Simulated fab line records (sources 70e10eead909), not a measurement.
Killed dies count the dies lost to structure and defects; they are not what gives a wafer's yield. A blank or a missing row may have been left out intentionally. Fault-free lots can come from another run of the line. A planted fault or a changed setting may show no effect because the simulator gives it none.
fab line records | flow nand_harc
record: lots: 11 wafers: 33 last_day: 31
route steps=1302 shown A_BONDPAD@1216 END@1302
lots untouched by any fault: they come from a run of this same line in which no faults occurred
start_h: start of the lot's first displayed wafer, in hours after the record's first day | wait_h: hours elapsed since this lot's preceding step | " unchanged from the row above | L1.1+2: one row covering several wafers at once | - value missing, or start not given | * or withheld: withheld | < > ~ a bound
route shown NAME@n: names a module that has steps shown in the file, with the first one's number in the route | usual: mean/standard deviation taken from wafers without a fault | same: alike in all rows | chamber/n: place in a boat | sites: readings site by site | _std_site: the values' standard deviation | _edge_site: mean of outer sites minus mean of inner sites | radius_mm: how far each site lies from the wafer's centre | mask NAME#n: copy n | behind: the most recent tool/chamber to have shaped the wafer | hold: why the lot went on hold/how many hours it stayed there/how the hold came to an end | device: transistor that didn't switch, given as n, p or np | end of line: the same wafers' tests at the end of the route | a step given without rows: its recipe and nothing more | killed: count of dies lost to structure and defects at first sort (not the wafer's yield) | map: dies across one wafer; x = killed, . = not, _ = none there
set.NAME: the setting that was run; set.NAME@STEP: the one run at that earlier step | model.NAME: the simulator's own value behind a step, which no gauge read
the route's steps for a sample of lots (tables are steps, rows are wafers)
services: a tool's chamber out of use, with start hour (start_h, from the record's first day; less than 0 if before it), hours out, and reason
== steps ==
step: NHARC_A_BONDPAD_OVL_MEAS_35
usual: overlay_x_nm: 0/5.2 overlay_y_nm: -2/6.5
columns lot.wafer tool chamber start_h wait_h overlay_x_nm overlay_y_nm
L893.1 overlay-02 - 537.97 - -5 4
L893.2 " - " " -4 4
L893.5 " - " " -5 3
L894.1 overlay-01 - 540.63 - 12 -1
L894.3 " - " " 11 -1
L894.6 " - " " 12 -2
L898.4 overlay-02 - 590.29 - 2 -1
L898.5 " - " " 2 -1
L898.6 " - " " 3 -1
L901.3 overlay-01 - 623.72 - 6 -15
L901.5 " - " " 6 -15
L901.6 " - " " 6 -15
L904.1 overlay-01 - 651.80 - 1 7
L904.2 " - " " 1 8
L904.6 " - " " 1 7
L905.1 overlay-01 - 656.14 - 4 -6
L905.3 " - " " 4 -6
L905.4 " - " " 4 -6
L906.1 overlay-01 - 658.57 - 6 -7
L906.2 " - " " 6 -7
L906.4 " - " " 6 -7
L907.2 overlay-02 - 678.08 - -5 -4
L907.3 " - " " -5 -4
L907.6 " - " " -5 -4
L908.3 overlay-01 - 683.99 - -7 -3
L908.5 " - " " -7 -3
L908.6 " - " " -7 -3
L910.2 overlay-02 - 710.25 - 5 5
L910.3 " - " " 5 5
L910.5 " - " " 5 5
L912.1 overlay-01 - 714.82 - 1 -12
L912.3 " - " " 1 -12
L912.5 " - " " 1 -12
step: NHARC_A_BONDPAD_ETCH_34
recipe: target_depth_a: 600 overetch_a: 180 time_s: 65.91 ion_energy_ev: 200 n2_flow_sccm: 150 h2_flow_sccm: 150 ar_flow_sccm: 0 rf_w: 400 bias_w: 150 chemistry: N2/H2
usual: drypump_motor_current_A: 5.8/0.41 oes_product_au: 1.008/0.013 rf_vpp_V: 429.4/2.9 showerhead_plenum_p_Torr: 2.00/0.1 throttle_valve_pct: 14.170/0.0094
columns lot.wafer tool chamber start_h wait_h drypump_motor_current_A oes_product_au rf_hours_counter_h rf_vpp_V showerhead_plenum_p_Torr throttle_valve_pct
L893.2 rie_diel-12 2 538.18 0.1 6.0 0.986 32 433.7 2.18 14.177
L893.1 " 0 " " 5.6 1.008 30 431.0 2.05 14.177
L893.5 " 2 " " 6.0 0.980 - 436.1 2.18 14.155
L894.1 rie_diel-12 2 541.01 0.2 6.0 0.994 33 434.4 2.18 14.183
L894.3 " 3 " " 5.1 1.003 31 430.0 2.04 14.163
L894.6 " 2 " " 6.0 0.988 - 435.2 2.18 14.178
L898.4 rie_diel-13 3 590.52 0.1 5.5 1.008 10 428.3 1.93 14.164
L898.6 " 2 " " 6.4 0.999 - 429.2 1.95 14.167
L898.5 " 3 " " 5.5 1.009 - 427.2 1.93 14.158
L901.3 rie_diel-05 3 623.94 0.1 6.1 1.002 1 436.0 2.20 14.165
L901.5 " 1 " " 6.0 1.001 - 430.0 2.03 14.150
L901.6 " 2 " " 6.1 1.011 - 430.8 2.01 14.169
L904.1 rie_diel-05 1 652.01 0.1 6.0 1.020 2 429.5 2.03 14.182
L904.2 " 2 " " 6.0 1.025 2 430.3 2.01 14.194
L904.6 " 1 " " 6.0 1.008 - 430.2 2.03 14.181
L905.4 rie_diel-13 1 656.35 0.1 6.2 1.003 27 426.4 1.87 14.178
L905.3 " 2 " " 6.4 1.006 27 429.4 1.95 14.185
L905.1 " 0 " " 5.0 1.008 29 424.7 1.88 14.168
L906.1 rie_diel-05 1 658.78 0.1 6.0 1.009 2 430.1 2.03 14.170
L906.4 " 2 " " 6.0 1.022 2 430.5 2.01 14.173
L906.2 " 0 " " 5.6 1.030 2 427.2 1.94 14.162
L907.3 rie_diel-13 3 678.29 0.1 5.5 1.002 28 426.1 1.93 14.149
L907.2 " 2 " " 6.4 0.990 31 426.6 1.95 14.172
L907.6 " 0 " " 5.0 1.019 - 425.4 1.87 14.167
L908.3 rie_diel-05 3 684.19 0.1 6.0 1.001 3 433.7 2.20 14.167
L908.6 " 3 " " 6.0 0.996 - 434.2 2.20 14.177
L908.5 " 0 " " 5.6 1.018 - 427.3 1.94 14.195
L910.2 rie_diel-05 2 710.46 0.1 6.0 1.006 3 430.5 2.01 14.179
L910.3 " 3 " " 6.1 1.011 3 434.2 2.20 14.181
L910.5 " 2 " " 6.1 1.019 - 430.3 2.01 14.177
L912.1 rie_diel-13 1 715.31 0.1 6.2 0.998 2 434.4 2.22 14.153
L912.3 " 3 " " 5.5 0.984 2 427.7 1.92 14.164
L912.5 " 2 " " 6.4 1.009 - 428.3 1.94 14.176
step: NHARC_A_BONDPAD_ECD_18
recipe: target_thk_a: 4000 bath_temp_c: 25 material: Cu
usual: bath_heat_duty_pct: 6.2/0.91 bath_temp_c: 25.02/0.11
columns lot.wafer tool chamber start_h wait_h bath_heat_duty_pct bath_temp_c
L893.2 ecd_cu-01 0 539.43 - 6.6 24.87
L893.1 " 1 " " 5.7 24.86
L893.5 " 1 " " 5.5 25.03
L894.1 ecd_cu-01 1 542.26 - 6.1 25.10
L894.3 " 1 " " 5.5 24.93
L894.6 " 1 " " 5.6 24.91
L898.4 ecd_cu-01 0 591.88 - 7.6 24.96
L898.5 " 0 " " 7.8 24.99
L898.6 " 1 " " 6.7 25.11
L901.3 ecd_cu-01 1 625.24 - 5.5 24.96
L901.6 " 1 " " 5.4 24.90
L901.5 " 0 " " 8.1 24.92
L904.1 ecd_cu-01 1 653.35 - - -
L904.2 " 0 " " - -
L904.6 " 1 " " - -
L905.1 ecd_cu-02 0 658.06 - - -
L905.4 " 1 " " - -
L905.3 " 0 " " - -
L906.2 ecd_cu-02 1 659.99 - 5.6 25.04
L906.1 " 0 " " 4.9 24.86
L906.4 " 0 " " 5.8 24.87
L907.2 ecd_cu-01 1 679.56 - 4.8 25.01
L907.3 " 0 " " 7.7 25.09
L907.6 " 1 " " 6.6 25.02
L908.3 ecd_cu-01 0 685.58 - 7.9 25.12
L908.5 " 1 " " 5.3 24.89
L908.6 " 0 " " 7.2 25.18
L910.2 ecd_cu-02 0 711.70 - 6.0 25.15
L910.3 " 0 " " 5.4 25.13
L910.5 " 0 " " 5.8 25.34
L912.1 ecd_cu-02 1 716.52 - 5.4 24.86
L912.3 " 0 " " 5.5 24.98
L912.5 " 0 " " 5.8 25.11
step: NHARC_A_BONDPAD_ANNEAL_28
recipe: temp_c: 225 time_s: 90
usual: wafer_temp_C_max: 226.3/0.49
columns lot.wafer tool chamber start_h wait_h wafer_temp_C_max
L893.1 rtp_anneal-02 0 539.80 0.3 226.0
L893.2 " 0 " " 225.8
L893.5 " 0 " " 226.2
L894.1 rtp_anneal-02 0 542.59 - 225.4
L894.3 " 0 " " 225.7
L894.6 " 0 " " 226.3
L898.4 rtp_anneal-02 0 592.32 - 225.8
L898.5 " 0 " " 225.6
L898.6 " 0 " " 225.6
L901.3 rtp_anneal-02 0 625.62 0.3 226.3
L901.5 " 0 " " 226.1
L901.6 " 0 " " 226.4
L904.1 rtp_anneal-02 0 653.73 0.3 225.5
L904.2 " 0 " " 225.8
L904.6 " 0 " " 225.9
L905.1 rtp_anneal-01 0 658.38 0.3 227.2
L905.3 " 0 " " 226.9
L905.4 " 0 " " 226.6
L906.1 rtp_anneal-01 0 660.36 - 226.6
L906.2 " 0 " " 226.5
L906.4 " 0 " " 226.9
L907.2 rtp_anneal-02 0 679.93 - 226.1
L907.3 " 0 " " 226.1
L907.6 " 0 " " 225.7
L908.3 rtp_anneal-02 0 685.91 - 226.2
L908.5 " 0 " " 226.0
L908.6 " 0 " " 225.9
L910.2 rtp_anneal-02 0 712.12 - 226.2
L910.3 " 0 " " 226.1
L910.5 " 0 " " 226.1
L912.1 rtp_anneal-02 0 716.90 0.3 226.4
L912.3 " 0 " " 226.7
L912.5 " 0 " " 226.3
step: NHARC_A_BONDPAD_THK_MEAS_20
recipe: thk_meas_gauge: xrf
usual: thk_nm: 169.7/1.9
columns lot.wafer tool chamber start_h wait_h thk_nm
L893.1 film_metro-01 - 540.48 - 169.0
L893.2 " - " " 170.8
L893.5 " - " " 171.6
L894.1 film_metro-01 - 543.26 - 167.8
L894.3 " - " " 170.0
L894.6 " - " " 167.6
L898.4 film_metro-01 - 592.83 - 165.7
L898.5 " - " " 170.8
L898.6 " - " " 167.5
L901.3 film_metro-01 - 626.18 - 169.4
L901.5 " - " " 171.4
L901.6 " - " " 167.2
L904.1 film_metro-01 - 654.40 - 30.1
L904.2 " - " " 28.0
L904.6 " - " " 30.5
L905.1 film_metro-01 - 659.05 - 31.1
L905.3 " - " " 28.8
L905.4 " - " " 28.4
L906.1 film_metro-01 - 661.03 - 169.6
L906.2 " - " " 168.8
L906.4 " - " " 167.8
L907.2 film_metro-01 - 680.55 - 169.3
L907.3 " - " " 168.9
L907.6 " - " " 165.3
L908.3 film_metro-02 - 686.50 - 170.5
L908.5 " - " " 171.6
L908.6 " - " " 170.5
L910.2 film_metro-02 - 712.74 - 171.2
L910.3 " - " " 171.8
L910.5 " - " " 172.1
L912.1 film_metro-01 - 717.56 - 173.1
L912.3 " - " " 172.0
L912.5 " - " " 171.2
step: NHARC_END_SORT_01
recipe: temp_c: 25
usual: defect_limited_yield: 91.7/2.5 killed_at_array: 52/18 killed_at_other: 1.0/1.4 killed_at_periphery: 3.1/2.3 killed_dies: 56/17 killed_open: 3.0/1.7 killed_short: 2.5/1.7 sort_bin_2_pct: 3.0/1.1 sort_bin_3_pct: 0.6/0.36 sort_bin_4_pct: 4.8/1.4 sort_n_pass: 621/17 sort_rim_yield_pct: 91/4.6 sort_yield_pct: 91.7/2.5
same: gross_dies: 677 sort_bin_5_pct[%]: 0 sort_bin_6_pct[%]: 0 sort_bin_7_pct[%]: 0 sort_bin_8_pct[%]: 0 sort_rim_n_gross: 106.00
columns lot.wafer tool chamber start_h wait_h defect_limited_yield[%] killed_at_array killed_at_other killed_at_periphery killed_dies killed_open killed_short sort_bin_2_pct[%] sort_bin_3_pct[%] sort_bin_4_pct[%] sort_n_pass sort_rim_yield_pct[%] sort_yield_pct[%]
L894.1 prober-02 0 567.69 2.5 86.0 93 0 2 95 8 2 4.7 1.2 8.1 582 83 86.0
L894.3 prober-02 0 569.28 3.1 88.3 78 0 1 79 0 1 5.0 1.0 5.6 598 99 88.3
L894.6 prober-02 0 571.66 4.0 86.0 93 0 2 95 1 3 4.7 1.9 7.4 582 90 86.0
L898.4 prober-02 0 623.31 3.4 88.8 74 1 1 76 2 2 4.1 0.7 6.4 601 89 88.8
L898.5 prober-02 0 624.10 3.7 89.5 70 0 1 71 1 4 3.2 0.6 6.6 606 88 89.5
L898.6 prober-02 0 624.90 4.0 85.5 96 0 2 98 3 6 5.8 1.0 7.7 579 89 85.5
L901.3 prober-02 0 659.46 3.1 89.5 70 0 1 71 2 2 3.7 0.4 6.4 606 96 89.5
L901.5 prober-02 0 661.06 3.7 90.8 60 0 2 62 1 3 2.8 0.6 5.8 615 84 90.8
L901.6 prober-02 0 661.86 4.0 92.6 47 0 3 50 1 1 3.4 0.3 3.7 627 97 92.6
L904.1 prober-02 0 684.76 2.5 0 672 2 3 677 2 3 95.0 0.7 4.3 0 0 0
L904.2 prober-02 0 685.56 2.8 0 674 1 2 677 5 8 95.0 0.3 4.7 0 0 0
L904.6 prober-02 0 688.75 4.0 0 675 1 1 677 3 2 96.0 0.4 3.5 0 0 0
L905.1 prober-01 0 691.42 2.5 0 673 0 4 677 5 3 94.1 0.4 5.5 0 0 0
L905.3 prober-01 0 693.01 3.1 0 669 0 8 677 3 4 94.5 0.3 5.2 0 0 0
L905.4 prober-01 0 693.81 3.4 0 674 0 3 677 5 3 94.8 0.3 4.9 0 0 0
killed by level:class
L894.1 A_CHANNEL_HOLE_D2:chamber_film_flake=31 A_CHANNEL_HOLE_D1:chamber_film_flake=22 A_SLIT:chamber_film_flake=19 A_CONTACT:chamber_film_flake=5 A_STAIRCASE:chamber_film_flake=3 A_CHANNEL_FILL_D2:geometric_particle:open=2 A_M1:geometric_particle:open=2 A_WL_FILL:chamber_film_flake=2
L894.3 A_CHANNEL_HOLE_D1:chamber_film_flake=28 A_CHANNEL_HOLE_D2:chamber_film_flake=21 A_SLIT:chamber_film_flake=18 A_CONTACT:chamber_film_flake=3 A_CHANNEL_FILL_D1:chamber_film_flake=2 A_WL_FILL:chamber_film_flake=2 A_CONTACT:unspecified=2 A_CHANNEL_FILL_D1:geometric_particle:short=1
L894.6 A_CHANNEL_HOLE_D1:chamber_film_flake=31 A_CHANNEL_HOLE_D2:chamber_film_flake=25 A_SLIT:chamber_film_flake=19 A_WL_FILL:chamber_film_flake=4 A_STAIRCASE:chamber_film_flake=3 A_CONTACT:unspecified=3 A_CHANNEL_FILL_D1:geometric_particle:short=2 P_ZERO_WELL:chamber_film_flake=2
L898.4 A_CHANNEL_HOLE_D2:chamber_film_flake=34 A_SLIT:chamber_film_flake=25 A_CHANNEL_HOLE_D1:chamber_film_flake=4 A_SGD_CUT:chamber_film_flake=3 A_CONTACT:chamber_film_flake=2 A_CHANNEL_FILL_D1:geometric_particle:short=1 A_SGD_CUT:geometric_particle:open=1 A_SGD_CUT:geometric_particle:short=1
L898.5 A_SLIT:chamber_film_flake=29 A_CHANNEL_HOLE_D2:chamber_film_flake=19 A_CHANNEL_HOLE_D1:chamber_film_flake=6 A_SGD_CUT:chamber_film_flake=4 A_CHANNEL_FILL_D2:chamber_film_flake=3 A_STAIRCASE:chamber_film_flake=3 P_CONTACT:geometric_particle:short=1 A_ONON_D1:geometric_particle:short=1
L898.6 A_CHANNEL_HOLE_D2:chamber_film_flake=42 A_SLIT:chamber_film_flake=22 A_SGD_CUT:chamber_film_flake=8 A_CONTACT:chamber_film_flake=6 A_CHANNEL_HOLE_D1:chamber_film_flake=5 A_ONON_D2:geometric_particle:short=2 A_WL_FILL:chamber_film_flake=2 P_STI:geometric_particle:short=1
L901.3 A_CHANNEL_HOLE_D1:chamber_film_flake=38 A_CHANNEL_HOLE_D2:chamber_film_flake=15 A_CONTACT:chamber_film_flake=8 A_BLC:chamber_film_flake=4 A_DECK1_JOINT:geometric_particle:short=2 P_GATE:geometric_particle:open=1 A_DECK1_JOINT:geometric_particle:open=1 A_STAIRCASE:chamber_film_flake=1
L901.5 A_CHANNEL_HOLE_D1:chamber_film_flake=21 A_CHANNEL_HOLE_D2:chamber_film_flake=14 A_CONTACT:chamber_film_flake=13 A_CHANNEL_FILL_D1:chamber_film_flake=2 A_DECK1_JOINT:chamber_film_flake=2 A_SLIT:chamber_film_flake=2 A_CHANNEL_HOLE_D1:geometric_particle:open=1 A_CHANNEL_FILL_D1:geometric_particle:short=1
L901.6 A_CHANNEL_HOLE_D1:chamber_film_flake=25 A_CHANNEL_HOLE_D2:chamber_film_flake=12 A_CONTACT:chamber_film_flake=5 A_BLC:chamber_film_flake=2 P_M0:geometric_particle:open=1 A_CHANNEL_HOLE_D2:geometric_particle:short=1 P_STI:chamber_film_flake=1 P_GATE:chamber_film_flake=1
L904.1 A_BONDPAD:area_ecd=633 A_CHANNEL_HOLE_D2:chamber_film_flake=17 A_CONTACT:chamber_film_flake=5 A_CHANNEL_HOLE_D1:chamber_film_flake=4 A_SLIT:chamber_film_flake=3 A_CHANNEL_FILL_D2:chamber_film_flake=2 A_STAIRCASE:chamber_film_flake=2 A_WL_FILL:chamber_film_flake=2
L904.2 A_BONDPAD:area_ecd=630 A_CHANNEL_HOLE_D2:chamber_film_flake=10 A_WL_FILL:chamber_film_flake=8 A_CONTACT:chamber_film_flake=5 A_CHANNEL_FILL_D1:geometric_particle:short=3 A_CHANNEL_FILL_D2:geometric_particle:short=3 A_CHANNEL_HOLE_D1:chamber_film_flake=3 A_SLIT:chamber_film_flake=3
L904.6 A_BONDPAD:area_ecd=638 A_CHANNEL_HOLE_D2:chamber_film_flake=13 A_WL_FILL:chamber_film_flake=7 A_CONTACT:chamber_film_flake=4 A_ZERO_WELL:chamber_film_flake=2 A_CHANNEL_HOLE_D1:chamber_film_flake=2 A_STAIRCASE:chamber_film_flake=2 A_SLIT:chamber_film_flake=2
L905.1 A_BONDPAD:area_ecd=615 A_SLIT:chamber_film_flake=33 A_CHANNEL_HOLE_D1:chamber_film_flake=10 A_M1:chamber_film_flake=3 A_STAIRCASE:chamber_film_flake=3 A_CHANNEL_FILL_D1:geometric_particle:short=2 P_CONTACT:geometric_particle:open=1 P_M1:geometric_particle:open=1
L905.3 A_BONDPAD:area_ecd=615 A_SLIT:chamber_film_flake=33 A_CHANNEL_HOLE_D1:chamber_film_flake=6 A_M1:chamber_film_flake=4 A_CONTACT:chamber_film_flake=3 P_CONTACT:geometric_particle:short=2 P_ZERO_WELL:chamber_film_flake=2 P_GATE:chamber_film_flake=2
L905.4 A_BONDPAD:area_ecd=628 A_SLIT:chamber_film_flake=28 A_CHANNEL_HOLE_D1:chamber_film_flake=4 A_M1:chamber_film_flake=3 A_CHANNEL_FILL_D1:geometric_particle:open=2 P_ZERO_WELL:chamber_film_flake=2 A_ZERO_WELL:chamber_film_flake=2 P_CONTACT:geometric_particle:short=1
== services ==
columns tool chamber start_h hours kind
rie_diel-13 - 519.03 9.0 pm
rie_diel-05 0 538.24 - clean
rie_diel-05 1 538.24 - clean
rie_diel-05 2 538.24 - clean
rie_diel-05 3 538.24 - clean
rie_diel-13 - 540.47 0.6 repair
ecd_cu-02 - 560.26 4.9 repair
rie_diel-05 0 562.74 - clean
rie_diel-05 1 562.74 - clean
rie_diel-05 2 562.74 - clean
rie_diel-05 3 562.74 - clean
rie_diel-05 - 583.63 9.0 pm
rie_diel-05 0 583.63 9.0 vent_cycle
ecd_cu-01 - 592.11 3.6 repair
ecd_cu-02 - 596.18 8.0 pm
rie_diel-13 1 608.78 9.6 repair
rie_diel-12 - 617.72 0.5 repair
rie_diel-12 - 623.70 9.0 pm
rie_diel-05 3 624.97 2.9 repair
ecd_cu-02 - 652.84 4.1 repair
ecd_cu-01 - 688.24 8.0 pm
rie_diel-13 - 696.17 9.0 pm
rie_diel-12 2 702.20 9.0 repair
ecd_cu-02 - 705.71 5.0 repair
== key ==
first_sign: step: NHARC_A_BONDPAD_ECD_18 reading: tool_record direction: missing
effect: step: NHARC_A_BONDPAD_THK_MEAS_20 reading: thk_nm direction: down sigmas: 75 usual: 169.7 struck: 29.5
effect: step: NHARC_END_SORT_01 reading: sort_bin_2_pct direction: up sigmas: 81 usual: 3.0 struck: 94.9
more_kills_born_at: NHARC_A_BONDPAD_ECD_18@ecd_cu-01: 1901 NHARC_A_BONDPAD_ECD_18@ecd_cu-02: 1858
met_at NHARC_A_BONDPAD_ECD_18
struck_lots L904,L905
later_rows_left_out L904.1,L904.2,L904.6,L905.1,L905.3,L905.4
not_acting_at NHARC_A_BONDPAD_OVL_MEAS_35,NHARC_A_BONDPAD_ETCH_34,NHARC_A_BONDPAD_ANNEAL_28
onset_between 625.24 653.35
fault: kind: skipped_step_whole tool: ecd_cu-01,ecd_cu-02 chamber: - onset_h: 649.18 steps: NHARC_A_BONDPAD_ECD_18 scope: struck_lots_only
later_rows_left_out: the simulator's readings of these wafers behind a module that went badly wrong aren't trusted and aren't shown, but for the sort
